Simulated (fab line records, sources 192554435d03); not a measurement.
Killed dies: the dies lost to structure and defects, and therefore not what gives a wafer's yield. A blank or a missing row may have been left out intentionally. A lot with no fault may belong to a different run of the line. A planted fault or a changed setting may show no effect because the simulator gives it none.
2 desks, one fault / flow n5-finfet / each desk holds nothing but its own numbers, with what lay behind them at the end

## THE METROLOGY DESK
What the gauges read, lot by lot, whatever tool the lot ran on: means of the sampled wafers that have a number. A lot is out of limits, marked OUT, if its mean lies more than 4 standard deviations from the usual mean; the brackets give that distance.
Columns: A = M12_RS at N5_BEOL_M12_RS_MEAS_54, usual 0.0601 ohm/sq; B = M13_ILD_THK at N5_BEOL_M13_THK_MEAS_01, usual 836 nm
lot=L589; first seen here=day 11 22:36; A=0.0617; B=835
lot=L590; first seen here=day 12 05:35; A=0.0604; B=836
lot=L595; first seen here=day 13 15:34; A=0.0617; B=731 (-11) OUT
lot=L597; first seen here=day 14 15:52; A=0.0604; B=730 (-11) OUT
lot=L602; first seen here=day 15 14:40; A=0.0615; B=838
lot=L606; first seen here=day 16 19:45; A=0.0596; B=843
lot=L605; first seen here=day 17 03:14; A=0.0597; B=839
lot=L608; first seen here=day 17 03:53; A=0.0587; B=830
lot=L607; first seen here=day 17 14:58; A=0.0600; B=835
This desk reports L595, L597 out of limits; the earliest was L595 at day 13 15:47 (M13_ILD_THK at N5_BEOL_M13_THK_MEAS_01). L589, L590, L602, L606, L605, L608, L607 stayed within limits.

## FOR THE TOOL OWNER'S DESK: pecvd-04
The tool's own readings at N5_BEOL_M13_ILD_DEP_00 (deposits SiOC from DEMS/O2, target thk 837.92 nm, time 166.4 s): means of the sampled wafers that have a number, for each lot that ran on this tool. A lot is out of limits, marked OUT, if its mean lies more than 4 standard deviations from the usual mean; the brackets give that distance.
Columns: A = heater-power-w at N5_BEOL_M13_ILD_DEP_00, usual 479 W; B = showerhead-plenum-p-Torr at N5_BEOL_M13_ILD_DEP_00, usual 5.691 Torr; C = throttle-valve-pct at N5_BEOL_M13_ILD_DEP_00, usual 12.0 %
lot=L589; first seen here=day 11 22:40; A=488; B=5.686; C=12.6
lot=L595; first seen here=day 13 15:38; A=446; B=5.690; C=11.9
lot=L597; first seen here=day 14 15:56; A=445; B=5.695; C=11.7
lot=L605; first seen here=day 17 03:18; A=468; B=5.691; C=12.1
lot=L608; first seen here=day 17 03:58; A=451; B=5.691; C=11.9
This desk found nothing out of limits on any of the 5 lots.

## ALL TOGETHER
On L595, L597, the metrology desk was in a position to raise an alarm at day 13 15:47.
The desk of the tool owner found nothing out of limits.
Tool owner's desk: L595, L597 on record, inside its limits.
The lots listed all ran N5_BEOL_M13_ILD_DEP_00 on pecvd-04.

## WHAT THE SIMULATOR HAD INSERTED
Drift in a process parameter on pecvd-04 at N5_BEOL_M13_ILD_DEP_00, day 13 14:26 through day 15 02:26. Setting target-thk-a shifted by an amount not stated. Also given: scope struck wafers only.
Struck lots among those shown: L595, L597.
Per desk, hours elapsed from the start of the fault to the first reading out of limits: for the metrology desk, 1.
